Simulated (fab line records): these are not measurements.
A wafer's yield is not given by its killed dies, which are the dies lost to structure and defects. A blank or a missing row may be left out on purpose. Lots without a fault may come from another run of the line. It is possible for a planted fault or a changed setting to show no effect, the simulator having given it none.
Which tool did it? ; flow n5 finfet ; 33 wafers from 11 lots sampled at 4 of the route's 1938 steps

== WHAT THE GAUGES SHOWED, per wafer ==
N5_PASSIVATION_OVL_MEAS_66.
lot;measured;on;PASS_OPEN_OVL (nm)
L633;day 11 22:40;overlay-01;3 2 -6
L634;day 12 17:17;overlay-02;-7 -6 -3
L635;day 12 16:41;overlay-02;-1 1 -8
L636;day 12 11:34;overlay-01;-5 -14 -12
L637;day 12 14:13;overlay-02;-2 -3 5
L642;day 14 02:49;overlay-01;-10 1 -1
L646;day 15 06:09;overlay-02;-6 1 2
L648;day 16 05:11;overlay-02;-5 -7 -1
L650;day 16 09:04;overlay-02;-1 -5 -4
L653;day 17 10:40;overlay-02;3 -3 0
L656;day 17 23:31;overlay-01;-3 -1 1

== WHICH TOOL RAN EACH LOT (tool, then ch and the chambers of the sampled wafers, then the start) ==
lot;N5_BEOL_M8_ETCH_41;N5_PASSIVATION_AL_DEP_21;N5_PASSIVATION_AL_ETCH_33
L633;rie diel-02 ch 0,2,3, day 9 04:11;pvd sputter-01, day 11 19:56;rie metal-01 ch 0,1, day 11 20:54
L634;rie diel-01 ch 1,2,3, day 9 18:26;pvd sputter-02, day 12 14:56;rie metal-03 ch 0,1, day 12 15:42
L635;rie diel-01 ch 0,3, day 9 20:57;pvd sputter-02, day 12 14:00;rie metal-03 ch 0,1, day 12 15:05
L636;rie diel-01 ch 0,1,3, day 10 05:17;pvd sputter-01, day 12 09:02;rie metal-03 ch 0,1, day 12 09:48
L637;rie diel-01 ch 1,2,3, day 10 05:46;pvd sputter-01, day 12 11:38;rie metal-03 ch 1, day 12 12:34
L642;rie diel-02 ch 0,1, day 11 08:37;pvd sputter-01, day 14 00:19;rie metal-02 ch 0,1, day 14 01:05
L646;rie diel-02 ch 1,2,3, day 12 11:29;pvd sputter-02, day 15 03:44;rie metal-03 ch 0,1, day 15 04:31
L648;rie diel-01 ch 0,1, day 13 08:07;pvd sputter-03, day 16 02:01;rie metal-01 ch 1, day 16 03:06
L650;rie diel-01 ch 0,1,2, day 13 16:50;pvd sputter-02, day 16 06:33;rie metal-01 ch 0,1, day 16 07:28
L653;rie diel-02 ch 0,1,3, day 14 07:47;pvd sputter-01, day 17 08:17;rie metal-02 ch 0,1, day 17 08:56
L656;rie diel-01 ch 1,3, day 14 23:26;pvd sputter-01, day 17 21:12;rie metal-02 ch 0,1, day 17 22:02
- N5_BEOL_M8_ETCH_41: etches SiCN in CH3F/O2, target depth 31.9 nm, time 57.8 s.
- N5_PASSIVATION_AL_DEP_21: deposits Al, target thk 2800 nm, time 170 s.
- N5_PASSIVATION_AL_ETCH_33: etches Al in Cl2/BCl3, stops on TaN, target depth 2800 nm, time 466.7 s.

== THE ANSWER, worked out from the rows above alone ==
Rule: the lots themselves supply what counts as usual. The widest of any qualifying gaps counts: lots, ordered by their means at a reading, are off when they make up no more than a third of the lots, leave a main group of 4 or more, and stand apart from it by 3 or more times the standard deviation of that group's means. A main group whose means are all the same, to the digits that the tables above print for the reading, isn't used. Also off: a lot with no number at a reading for which 4 or more lots have one. Any other lot the step has rows for is counted as sound.
No lot is off at any reading shown: from this, nothing can be told.

== WHAT THE SIMULATOR PUT IN ==
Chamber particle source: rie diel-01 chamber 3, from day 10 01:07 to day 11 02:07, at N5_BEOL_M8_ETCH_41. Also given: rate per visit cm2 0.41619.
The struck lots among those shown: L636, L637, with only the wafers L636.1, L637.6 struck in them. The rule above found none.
